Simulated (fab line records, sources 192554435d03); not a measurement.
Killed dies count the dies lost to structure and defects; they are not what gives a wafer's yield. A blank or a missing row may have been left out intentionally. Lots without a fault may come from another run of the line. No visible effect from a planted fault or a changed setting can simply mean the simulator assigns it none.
Split-lot trial | flow n5Finfet | 7 lots, 21 wafers read, on a route of 1938 steps

== SPLIT DETAILS ==
At N5_BEOL_M7_VIA_ETCH_34 (etches SiCOH lowk in C4F6/O2, target depth 125.5 nm, time 50.5 s), the setting sourceW was moved away from the recipe's 345 W on 10 of the 21 wafers read, by -17.7% to +16.7%. The other wafers ran this setting at the recipe's value.

The split's own step is where the reading is taken.

== THE READING ==
rfVppV, in V, at N5_BEOL_M7_VIA_ETCH_34 (etches SiCOH lowk in C4F6/O2, target depth 125.5 nm, time 50.5 s). A value of 657 V with a standard deviation of 15 V is what fault-free wafers of this fab line usually give.

wafer  | tool, chamber at the split | sourceW as run, W | against the recipe | rfVppV, V | against lot-mates on the recipe
L077.2 | rieDiel-04, 3              | 283.8             | -17.7%             | 722       | +82
L077.3 | rieDiel-04, 0              | 345               | recipe             | 640       | -
L077.5 | rieDiel-04, 3              | 283.8             | -17.7%             | 723       | +83
L078.2 | rieDiel-02, 0              | 345               | recipe             | 662       | -
L078.3 | rieDiel-02, 2              | 392.4             | +13.7%             | 596       | -66
L078.5 | rieDiel-02, 3              | 392.4             | +13.7%             | 606       | -56
L080.2 | rieDiel-04, 3              | 390.9             | +13.3%             | 612       | no lot-mate on the recipe
L080.3 | rieDiel-04, 1              | 390.9             | +13.3%             | 628       | no lot-mate on the recipe
L080.4 | rieDiel-04, 2              | 390.9             | +13.3%             | 610       | no lot-mate on the recipe
L079.3 | rieDiel-02, 0              | 345               | recipe             | 663       | -
L079.4 | rieDiel-02, 3              | 345               | recipe             | 647       | -
L079.6 | rieDiel-02, 0              | 345               | recipe             | 662       | -
L086.1 | rieDiel-04, 1              | 345               | recipe             | 670       | -
L086.2 | rieDiel-04, 0              | 345               | recipe             | 640       | -
L086.3 | rieDiel-04, 2              | 293.6             | -14.9%             | 707       | +52
L091.1 | rieDiel-02, 3              | 402.6             | +16.7%             | 597       | -66
L091.4 | rieDiel-02, 1              | 402.6             | +16.7%             | 632       | -31
L091.6 | rieDiel-02, 0              | 345               | recipe             | 663       | -
L090.3 | rieDiel-04, 2              | 345               | recipe             | 650       | -
L090.5 | rieDiel-04, 2              | 345               | recipe             | 650       | -
L090.6 | rieDiel-04, 3              | 345               | recipe             | 664       | -

THE FIT
A straight line over all 21 wafers: rfVppV changes by -3.31 V for each +1% of sourceW; r = -0.95; the points scatter about the line by 12 V.
The same after taking each lot's own level away (the mean of its wafers on the recipe; 18 wafers): -3.93 V for each +1%; r = -0.96; scatter 12 V.
According to that fit, moving sourceW by its largest amount changes the reading by 70 V.
Across the lots, their own levels run from 640.0 to 663.0 V, a range of 1.5 times the standard deviation given above.
In other words, the slope is changed by the lot-to-lot level; the two fits disagree.
Check: for one of the wafers moved furthest among these (-17.7%), held out of the fit, the line's prediction against its lot-mates is +68.6 V. It came out at +82 V against them.
Tool readings at the split's step, against how far the setting was moved: rfVppV r = -0.95.

== THE OTHER SPLITS THESE WAFERS WENT THROUGH ==
Before the reading, these wafers also passed through other splits. Each is held against what the fit with the lots' levels taken away leaves over:
other split on the same wafers  | wafers away from the commonest value | r with rfVppV (lot level and that fit taken away)
N5_BEOL_M5_ILD_DEP_00 timeS     | 7                                    | -0.10
N5_BEOL_M5_HM_DEP_02 targetThkA | 6                                    | +0.03
N5_BEOL_M6_HM_DEP_02 targetThkA | 7                                    | -0.18
N5_BEOL_M6_COAT_05 spinRpm      | 10                                   | +0.23
N5_BEOL_M7_EXPOSE_08 doseMj     | 8                                    | -0.36
N5_BEOL_M7_ETCH_61 sourceW      | 7                                    | -0.58

== THE FILE'S OWN FIT ==
rfVppV changes by -3.85 V for each +1% of sourceW, r = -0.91.
